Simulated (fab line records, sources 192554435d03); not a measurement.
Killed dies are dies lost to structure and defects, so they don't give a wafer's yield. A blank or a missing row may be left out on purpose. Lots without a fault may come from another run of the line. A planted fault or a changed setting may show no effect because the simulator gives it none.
fab line records | flow n5_finfet
record lots=5 wafers=15 last_day=18
route steps=1938 shown START@1 ZERO_LAYER@2 WELL_APT@20 BEOL_M4@1111
lots that met no fault: from a run of the same line without faults
start_h: hours from the record's first day to the start of the lot's first wafer shown | wait_h: hours since the lot's step before | " the same as in the row above | L1.1+2: a row that stands for several wafers | - no value, or no start given | * or withheld: withheld | < > ~ a bound
route shown NAME@n: a module of which the file shows steps, and the number in the route of the first | usual: mean/standard deviation of fault-free wafers | same: alike in all rows | chamber/n: place in a boat | sites: the reading at each site | _std_site: their standard deviation | _edge_site: outer sites' mean less inner sites' | radius_mm: how far each site lies from the wafer's centre | mask NAME#n: copy n | behind: the tool/chamber that last shaped the wafer | hold: why the lot was held/for how many hours/how that ended | device: the transistor (n, p or np) that didn't switch | end of line: the same wafers' tests at the end of the route | a step without rows: its recipe alone | killed: dies lost to structure and defects at the first sort, not the wafer's yield | map: a wafer's dies, x killed, . not, _ none there
set.NAME: the setting as run; set.NAME@STEP: as run at that earlier step | model.NAME: the simulator's own value behind a step, which no gauge read
lots at some steps of the route; a table a step, a row a wafer
services: from which hour (start_h, from the record's first day; less than 0 if before it) a tool's chamber was out of use, for how many hours, and why
## steps
# step N5_START_INSPECT_01
# recipe inspect_instrument=unpatterned_scan mode=incoming
# usual raw_defect_count=5.6/2.5
# columns lot.wafer tool chamber start_h wait_h raw_defect_count
L228.1 defect_inspect-02 - 42.03 - 9
L228.4 " - " " 8
L228.5 " - " " 9
L229.4 defect_inspect-01 - 48.04 - 2
L229.5 " - " " 7
L229.6 " - " " 2
L236.2 defect_inspect-02 - 90.03 - 5
L236.3 " - " " 8
L236.6 " - " " 5
L241.3 defect_inspect-02 - 120.03 - 7
L241.4 " - " " 3
L241.6 " - " " 8
L246.1 defect_inspect-01 - 150.03 - 6
L246.4 " - " " 7
L246.6 " - " " 2
# step N5_ZERO_LAYER_PRECLEAN_00
# recipe chemistry=SPM time_s=600 temp_c=120 mix=4:1
# step N5_ZERO_LAYER_SRD_01
# recipe time_s=30 temp_c=23 rinse_liquid=diw dry=n2_spin spin_rpm=1500 dry_time_s=30
# step N5_ZERO_LAYER_PECVD_02
# recipe material=SiO2 target_thk_a=100 temp_c=400 precursor=SiH4/N2O pressure_torr=0.75 rf_w=275 time_s=6
# usual heater_power_w=785/67 showerhead_plenum_p_Torr=8.17/0.15
# columns lot.wafer tool chamber start_h wait_h heater_power_w showerhead_plenum_p_Torr model.SiO2_of_ZERO_LAYER_PECVD_02.thk_nm
L228.1 pecvd-01 2 42.30 0.0 725 8.16 9.874
L228.4 " 1 " " 932 8.13 9.79
L228.5 " 0 " " 783 8.24 10.19
L229.4 pecvd-03 1 48.31 0.1 724 7.85 7.432
L229.5 " 2 " " 807 8.17 7.432
L229.6 " 0 " " 733 8.30 7.631
L236.2 pecvd-01 0 90.47 0.0 737 8.24 10.12
L236.3 " 2 " " 714 8.18 10.04
L236.6 " 2 " " 710 8.18 10.18
L241.3 pecvd-03 2 120.28 0.0 752 8.17 10.14
L241.4 " 2 " " 717 8.18 10.16
L241.6 " 0 " " 773 8.30 10.15
L246.1 pecvd-03 1 150.31 0.0 729 7.85 10.05
L246.4 " 0 " " 822 8.31 10.19
L246.6 " 1 " " 732 7.85 9.998
# step N5_ZERO_LAYER_HMDS_04
# recipe time_s=60 temp_c=120
# step N5_ZERO_LAYER_COAT_05
# recipe spin_rpm=1500 resist_thk_nm=1000
# step N5_ZERO_LAYER_EBR_07
# recipe solvent=PGMEA ebr_width_mm=1.5
# step N5_ZERO_LAYER_SOFTBAKE_06
# recipe temp_c=100 time_s=90
# step N5_ZERO_LAYER_EXPOSE_08
# recipe mask_id=ZERO na=0.55 source_shape=conventional sigma_outer=0.8 polarization=unpolarized defocus_nm=0 target_cd_nm=2000 dose_mj=16.2
# step N5_ZERO_LAYER_PEB_09
# recipe peb_temp_c=withheld peb_time_s=*
# step N5_ZERO_LAYER_DEVELOP_10
# recipe develop_time_s=60 rinse_liquid=diw dry=air_spin dev_temp_c=21
# step N5_ZERO_LAYER_HARDBAKE_23
# recipe temp_c=130 time_s=120
# step N5_ZERO_LAYER_CD_MEAS_11
# recipe target_cd_nm=2000 landing_energy_ev=500 detector=se_inlens
# usual cd_nm=1999.5/2
# columns lot.wafer tool chamber start_h wait_h cd_nm
L228.1 cd_sem-02 0 42.78 - 1995.0
L228.4 " 0 " " 1999.0
L228.5 " 0 " " 1996.9
L229.4 cd_sem-01 0 48.66 - 1999.8
L229.5 " 0 " " 1999.3
L229.6 " 0 " " 1996.7
L236.2 cd_sem-02 0 90.95 - 1999.7
L236.3 " 0 " " 1999.1
L236.6 " 0 " " 1998.4
L241.3 cd_sem-01 0 120.64 - 1998.7
L241.4 " 0 " " 1999.8
L241.6 " 0 " " 2000.0
L246.1 cd_sem-02 0 150.66 - 1999.0
L246.4 " 0 " " 2002.7
L246.6 " 0 " " 2001.8
# step N5_ZERO_LAYER_DESCUM_16
# recipe chemistry=O2 time_s=7.9 source_power_w=50 bias_power_w=20 pressure_mtorr=20 rf_frequency_hz=2.712e+07 temp_c=40 o2_flow_sccm=225
# usual drypump_motor_current_A=5.80/0.25 oes_product_au=0.79/0.092 rf_vpp_V=243.6/1.4 showerhead_plenum_p_Torr=2.12/0.072 throttle_valve_pct=20.37/0.28
# same time_s=7.9
# columns lot.wafer tool chamber start_h wait_h drypump_motor_current_A oes_product_au rf_hours_counter_h rf_vpp_V showerhead_plenum_p_Torr throttle_valve_pct
L228.1 rie_diel-06 2 42.82 0.0 5.82 0.79 123 243.9 2.11 20.56
L228.4 " 1 " " 5.39 0.80 108 244.7 2.21 20.48
L228.5 " 0 " " 6.08 0.74 - 242.6 2.07 20.36
L229.4 rie_diel-06 3 49.13 0.5 5.86 0.96 11 242.4 2.04 19.91
L229.5 " 3 " " 5.84 0.96 - 243.6 2.04 19.90
L229.6 " 2 " " 5.81 0.78 - 243.7 2.11 20.57
L236.2 rie_diel-05 0 90.99 0.0 5.63 0.69 229 245.1 2.14 20.13
L236.3 " 2 " " 6.06 0.74 168 240.8 1.99 20.52
L236.6 " 1 " " 5.90 0.74 - 245.4 2.19 20.83
L241.3 rie_diel-03 3 120.74 0.1 5.45 0.82 101 241.6 2.03 20.50
L241.4 " 0 " " 5.60 0.96 - 243.0 2.16 20.30
L241.6 " 1 " " 6.30 0.74 - 243.7 2.19 20.10
L246.1 rie_diel-06 0 150.70 0.0 6.09 0.72 200 241.8 2.06 20.40
L246.4 " 2 " " 5.83 0.75 157 243.3 2.10 20.63
L246.6 " 2 " " 5.84 0.76 - 243.6 2.10 20.62
# step N5_ZERO_LAYER_ETCH_17
# recipe chemistry=CF4 target=SiO2 target_depth_a=120 time_s=13.3 ion_energy_ev=350 pressure_mtorr=40 source_w=450 bias_w=215 Ar_flow_sccm=100 cf4_flow_sccm=100
# usual bias_w=215.0/0.64 drypump_motor_current_A=5.80/0.25 oes_product_au=0.79/0.096 rf_vpp_V=950/3.8 showerhead_plenum_p_Torr=2.17/0.063 throttle_valve_pct=15.63/0.26
# same time_s=13.3
# columns lot.wafer tool chamber start_h wait_h bias_w drypump_motor_current_A oes_product_au rf_hours_counter_h rf_vpp_V showerhead_plenum_p_Torr throttle_valve_pct
L228.1 rie_diel-06 2 42.86 0.0 215.6 5.84 0.79 123 950 2.15 15.72
L228.4 " 1 " " 214.4 5.42 0.81 108 954 2.24 15.61
L228.5 " 0 " " 215.5 6.09 0.74 - 947 2.14 15.75
L229.4 rie_diel-06 3 49.17 0.0 214.6 5.84 0.95 11 945 2.09 15.09
L229.5 " 3 " " 214.5 5.86 0.95 - 946 2.09 15.11
L229.6 " 2 " " 215.8 5.82 0.78 - 949 2.15 15.73
L236.2 rie_diel-05 0 91.03 0.0 214.7 5.60 0.68 229 955 2.21 15.61
L236.3 " 2 " " 214.5 6.03 0.72 168 942 2.06 15.93
L236.6 " 1 " " 215.8 5.92 0.73 - 954 2.22 15.92
L241.3 rie_diel-03 3 120.77 0.0 214.8 5.48 0.81 101 945 2.08 15.71
L241.4 " 0 " " 215.4 5.61 0.94 - 951 2.20 15.44
L241.6 " 1 " " 214.6 6.35 0.72 - 955 2.22 15.29
L246.1 rie_diel-06 0 150.74 0.0 214.3 6.09 0.73 200 949 2.13 15.81
L246.4 " 2 " " 215.6 5.84 0.75 157 948 2.14 15.80
L246.6 " 2 " " 214.7 5.83 0.77 - 949 2.14 15.79
# step N5_ZERO_LAYER_ETCH_18
# recipe chemistry=HBr/Cl2 target=Si target_depth_a=1200 time_s=40 pressure_mtorr=10 icp_w=800 bias_w=75 HBr_flow_sccm=150 Cl2_flow_sccm=80
# usual bias_w=75.00/0.22 drypump_motor_current_A=5.8/0.52 oes_product_au=1.000/0.016 throttle_valve_pct=36.1/0.35
# same time_s=40
# columns lot.wafer tool chamber start_h wait_h bias_w drypump_motor_current_A oes_product_au rf_hours_counter_h throttle_valve_pct
L228.1 rie_si-05 1 42.93 0.0 75.01 6.1 1.026 107 35.6
L228.4 " 3 " " 75.05 6.0 1.020 167 36.2
L228.5 " 0 " " 75.07 6.1 0.987 - 36.3
L229.4 rie_si-05 2 49.24 0.0 75.17 5.3 1.017 45 35.7
L229.5 " 0 " " 75.02 6.1 0.987 - 36.3
L229.6 " 3 " " 74.81 6.0 1.019 - 36.2
L236.2 rie_si-04 1 91.10 0.0 75.27 6.1 0.991 15 36.1
L236.3 " 3 " " 75.43 5.5 0.987 87 35.5
L236.6 " 2 " " 75.16 5.4 0.988 - 35.8
L241.3 rie_si-06 1 120.84 0.0 74.92 5.1 1.003 14 36.1
L241.4 " 2 " " 74.96 5.1 1.025 31 36.8
L241.6 " 2 " " 74.64 5.0 1.010 - 36.8
L246.1 rie_si-05 0 150.81 0.0 74.68 6.1 0.984 177 36.3
L246.4 " 2 " " 74.98 5.3 1.017 47 35.7
L246.6 " 1 " " 74.81 6.1 1.031 - 35.6
# step N5_ZERO_LAYER_STRIP_24
# recipe chemistry=O2 power_w=1000 temp_c=250 overash_fraction=0.3 pressure_mtorr=1000 o2_flow_sccm=6750
# usual drypump_motor_current_A=5.4/0.54 heater_power_w=354/31 oes_product_au=0.647/0.0043 strip_time_to_endpoint_s=43.88/0.099
# columns lot.wafer tool chamber start_h wait_h drypump_motor_current_A heater_power_w oes_product_au rf_hours_counter_h strip_time_to_endpoint_s
L228.1 plasma_asher-02 1 43.05 0.1 5.9 361 0.647 80 43.74
L228.4 " 1 " " 5.9 361 0.649 - 43.82
L228.5 " 1 " " 5.9 352 0.647 - 43.90
L229.4 plasma_asher-02 0 49.41 0.1 5.1 392 0.646 - 44.10
L229.5 " 0 " " 5.1 389 0.652 - 44.04
L229.6 " 1 " " 5.9 357 0.655 - 44.09
L236.2 plasma_asher-01 0 91.23 0.1 6.0 314 0.644 35 43.87
L236.3 " 0 " " 6.0 307 0.646 - 43.91
L236.6 " 1 " " 4.7 337 0.650 - 43.89
L241.3 plasma_asher-02 1 120.97 0.1 5.9 364 0.650 - 43.85
L241.4 " 0 " " 5.1 401 0.643 - 43.78
L241.6 " 0 " " 5.1 395 0.651 - 43.79
L246.1 plasma_asher-02 1 150.92 0.1 5.9 355 0.653 105 43.84
L246.4 " 0 " " 5.1 400 0.651 - 43.82
L246.6 " 1 " " 5.9 356 0.648 - 43.92
# step N5_ZERO_LAYER_STRIP_19
# recipe chemistry=SPM time_s=900 temp_c=130 h2so4_h2o2_vol_ratio=4 dry=ipa_marangoni
# step N5_ZERO_LAYER_INSPECT_20
# recipe inspect_instrument=darkfield mode=post_clean
# usual raw_defect_count=40/20
# columns lot.wafer tool chamber start_h wait_h raw_defect_count
L228.1 defect_inspect-01 - 43.41 0.0 36
L228.4 " - " " 28
L228.5 " - " " 26
L229.4 defect_inspect-01 - 49.75 0.0 34
L229.5 " - " " 51
L229.6 " - " " 47
L236.2 defect_inspect-02 - 91.84 0.0 34
L236.3 " - " " 32
L236.6 " - " " 33
L241.3 defect_inspect-02 - 121.31 0.0 99
L241.4 " - " " 95
L241.6 " - " " 58
L246.1 defect_inspect-02 - 151.30 0.0 37
L246.4 " - " " 29
L246.6 " - " " 37
# step N5_WELL_APT_HMDS_01
# recipe time_s=60 temp_c=120
# step N5_WELL_APT_COAT_02
# recipe spin_rpm=1357 resist_thk_nm=950
# step N5_WELL_APT_EBR_04
# recipe solvent=PGMEA ebr_width_mm=1.5
# step N5_WELL_APT_SOFTBAKE_03
# recipe temp_c=130 time_s=60
# step N5_WELL_APT_EXPOSE_05
# recipe mask_id=NWELL na=0.8 source_shape=conventional sigma_outer=0.8 polarization=unpolarized defocus_nm=0 target_cd_nm=200 dose_mj=20.3
# step N5_WELL_APT_PEB_06
# recipe peb_temp_c=130 peb_time_s=90
# step N5_WELL_APT_DEVELOP_07
# recipe develop_time_s=45 rinse_liquid=surfactant_rinse dry=air_spin dev_temp_c=21
# step N5_WELL_APT_HARDBAKE_12
# recipe temp_c=130 time_s=120
# step N5_WELL_APT_CD_MEAS_08
# recipe target_cd_nm=200 landing_energy_ev=500 detector=se_inlens
# usual cd_nm=200.7/1.7
# columns lot.wafer tool chamber start_h wait_h cd_nm
L228.1 cd_sem-03 0 43.84 - 199.1
L228.4 " 0 " " 199.5
L228.5 " 0 " " 198.5
L229.4 cd_sem-02 0 50.19 - 201.8
L229.5 " 0 " " 202.6
L229.6 " 0 " " 201.2
L236.2 cd_sem-02 0 92.15 - 199.5
L236.3 " 0 " " 199.4
L236.6 " 0 " " 201.3
L241.3 cd_sem-03 0 121.62 - 201.9
L241.4 " 0 " " 203.1
L241.6 " 0 " " 201.6
L246.1 cd_sem-01 0 151.61 - 200.4
L246.4 " 0 " " 202.0
L246.6 " 0 " " 200.5
# step N5_WELL_APT_OVL_MEAS_09
# recipe points_per_wafer=44
# usual NWELL_OVL=2/5.1
# columns lot.wafer tool chamber start_h wait_h NWELL_OVL[nm]
L228.1 overlay-01 0 43.87 0.0 5
L228.4 " 0 " " 8
L228.5 " 0 " " 13
L229.4 overlay-01 0 50.21 0.0 -1
L229.5 " 0 " " -8
L229.6 " 0 " " -11
L236.2 overlay-01 0 92.18 0.0 -3
L236.3 " 0 " " 0
L236.6 " 0 " " -12
L241.3 overlay-01 0 121.64 0.0 5
L241.4 " 0 " " -5
L241.6 " 0 " " -9
L246.1 overlay-02 0 151.64 0.0 -1
L246.4 " 0 " " 5
L246.6 " 0 " " 11
# step N5_WELL_APT_INSPECT_10
# recipe mode=adi inspect_instrument=macro
# usual raw_defect_count=2.0/1.4
# columns lot.wafer tool chamber start_h wait_h raw_defect_count
L228.1 defect_inspect-02 - 43.90 0.0 4
L228.4 " - " " 5
L228.5 " - " " 3
L229.4 defect_inspect-01 - 50.24 0.0 0
L229.5 " - " " 2
L229.6 " - " " 1
L236.2 defect_inspect-01 - 92.20 0.0 2
L236.3 " - " " 3
L236.6 " - " " 3
L241.3 defect_inspect-01 - 121.67 0.0 4
L241.4 " - " " 1
L241.6 " - " " 4
L246.1 defect_inspect-01 - 151.66 0.0 2
L246.4 " - " " 4
L246.6 " - " " 3
# step N5_WELL_APT_DESCUM_13
# recipe chemistry=O2 time_s=7.9 source_power_w=50 bias_power_w=20 pressure_mtorr=20 rf_frequency_hz=2.712e+07 temp_c=40 o2_flow_sccm=225
# usual drypump_motor_current_A=5.7/0.45 oes_product_au=0.83/0.078 rf_vpp_V=242.7/1.3 showerhead_plenum_p_Torr=2.07/0.062 throttle_valve_pct=20.34/0.16
# same time_s=7.9
# columns lot.wafer tool chamber start_h wait_h drypump_motor_current_A oes_product_au rf_hours_counter_h rf_vpp_V showerhead_plenum_p_Torr throttle_valve_pct
L228.1 rie_diel-01 0 43.93 0.0 6.3 0.92 10 243.2 2.05 20.26
L228.4 " 3 " " 6.2 0.84 58 241.1 2.04 20.30
L228.5 " 1 " " 5.0 0.71 - 242.5 2.00 20.74
L229.4 rie_diel-04 2 50.30 0.1 4.7 0.97 - 243.6 2.14 20.09
L229.5 " 1 " " 5.4 0.79 - 241.0 2.02 20.41
L229.6 " 3 " " 5.5 0.91 - 243.0 2.14 20.34
L236.2 rie_diel-04 3 92.50 0.3 5.5 0.87 32 243.9 2.14 20.35
L236.3 " 0 " " 6.1 0.91 15 241.3 2.03 20.16
L236.6 " 0 " " 6.1 0.92 - 242.9 2.03 20.16
L241.3 rie_diel-01 2 123.03 1.4 5.7 0.80 104 243.2 2.12 20.41
L241.4 " 0 " " 6.2 0.85 - 242.2 2.03 20.29
L241.6 " 2 " " 5.6 0.80 - 244.4 2.12 20.40
L246.1 rie_diel-04 2 151.70 0.0 4.7 0.91 33 242.9 2.13 20.14
L246.4 " 0 " " 6.1 0.90 26 241.4 2.03 20.16
L246.6 " 1 " " 5.4 0.77 - 242.0 2.01 20.47
# step N5_WELL_APT_IMPLANT_14
# recipe species=P energy_kev=160 dose_cm2=1.5e+13 tilt_deg=0 rotation_deg=0
# step N5_WELL_APT_IMPLANT_15
# recipe species=As energy_kev=25 dose_cm2=1.5e+13 tilt_deg=0 rotation_deg=0
# step N5_BEOL_M4_RC_MEAS_101
# usual CJ_N=4.35/0.093 DIBL_N=36.0/2 DIBL_P=36.2/2.2 IOFF_N=0.16/0.034 IOFF_P=0.21/0.04 ION_N=675/12 ION_P=463/7.2 SS_N=71.6/0.6 SS_P=73.3/0.67 VT_N=250/3 VT_P=-251/3.4
# columns lot.wafer tool chamber start_h wait_h CJ_N DIBL_N[mV/V] DIBL_P[mV/V] IOFF_N[nA/um] IOFF_P[nA/um] ION_N[uA/um] ION_P[uA/um] SS_N[mV/dec] SS_P[mV/dec] VT_N[mV] VT_P[mV]
L228.1 prober-02 0 215.20 0.0 4.29 37.3 37.3 0.19 0.21 681 461 72.3 73.5 247 -252
L228.4 " 0 " " 4.38 33.7 32.7 0.13 0.15 669 454 70.9 73.0 251 -257
L228.5 " 0 " " 4.42 34.7 33.7 0.14 0.16 668 449 71.6 72.6 249 -256
L229.4 prober-02 0 218.25 0.5 4.06 35.7 38.1 0.18 0.21 686 463 72.4 73.7 251 -254
L229.5 " 0 " " 4.23 35.1 35.8 0.16 0.17 677 456 71.4 73.4 250 -257
L229.6 " 0 " " 4.00 31.7 32.8 0.10 0.14 652 453 70.2 72.2 256 -255
L236.2 prober-01 0 249.96 0.2 4.35 36.4 38.3 0.19 0.25 688 469 72.0 73.2 247 -248
L236.3 " 0 " " 4.45 35.9 37.2 0.17 0.23 676 468 71.1 72.7 250 -248
L236.6 " 0 " " 4.35 35.6 37.1 0.17 0.23 680 470 71.5 73.5 247 -246
L241.3 prober-01 0 312.86 1.0 4.38 36.8 36.8 0.18 0.24 684 467 71.7 73.1 250 -249
L241.4 " 0 " " 4.41 35.8 35.7 0.16 0.22 675 464 71.6 73.1 250 -250
L241.6 " 0 " " 4.35 35.8 35.8 0.15 0.21 674 463 72.2 73.4 252 -250
L246.1 prober-01 0 316.99 0.0 4.12 34.8 34.2 0.13 0.17 674 461 71.5 73.4 254 -253
L246.4 " 0 " " 4.15 34.8 34.1 0.13 0.18 665 458 71.5 73.5 253 -253
L246.6 " 0 " " 4.19 36.5 36.2 0.16 0.20 680 463 71.9 74.2 252 -252
## services
# columns tool chamber start_h hours kind
pecvd-03 1 26.52 2.1 scheduled_down
rie_diel-05 2 35.38 8.6 repair
rie_si-06 0 37.17 6.6 repair
plasma_asher-02 - 40.94 0.8 repair
plasma_asher-01 - 42.19 14.6 pm
pecvd-03 - 43.67 0.9 repair
rie_diel-05 - 46.87 0.3 repair
pecvd-01 - 51.57 2.8 pm
rie_diel-04 3 58.26 5.1 repair
rie_diel-01 0 61.42 4.9 repair
rie_si-06 - 70.69 2.8 pm
rie_diel-05 2 72.79 5.3 repair
plasma_asher-01 - 74.45 2.8 pm
rie_diel-06 0 85.75 15.1 repair
rie_diel-04 2 85.92 7.1 repair
rie_si-04 3 86.45 2.3 repair
rie_diel-01 0 90.34 2.5 repair
rie_diel-06 2 92.67 2.6 repair
rie_diel-04 - 93.97 28.1 pm
pecvd-01 - 110.41 6.0 pm
rie_diel-03 2 120.54 4.1 repair
rie_diel-01 3 123.27 6.5 repair
pecvd-01 0 124.34 8.1 repair
rie_diel-04 - 131.45 0.3 repair
## key
first_sign step=N5_BEOL_M4_RC_MEAS_101 reading=CJ_N direction=down sigmas=2.7 usual=4.35 struck=4.10
effect none on later readings
model_effect step=N5_ZERO_LAYER_PECVD_02 value=SiO2_of_ZERO_LAYER_PECVD_02.thk_nm without=10.24 struck=7.498
met_at N5_ZERO_LAYER_PECVD_02
struck_wafers L229.4,L229.5,L229.6
fault kind=process_parameter_drift tool=pecvd-03 chamber=- onset_h=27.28 steps=N5_ZERO_LAYER_PECVD_02 channel=time_s offset=* shape=step end_h=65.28 acts_in=* stated=*
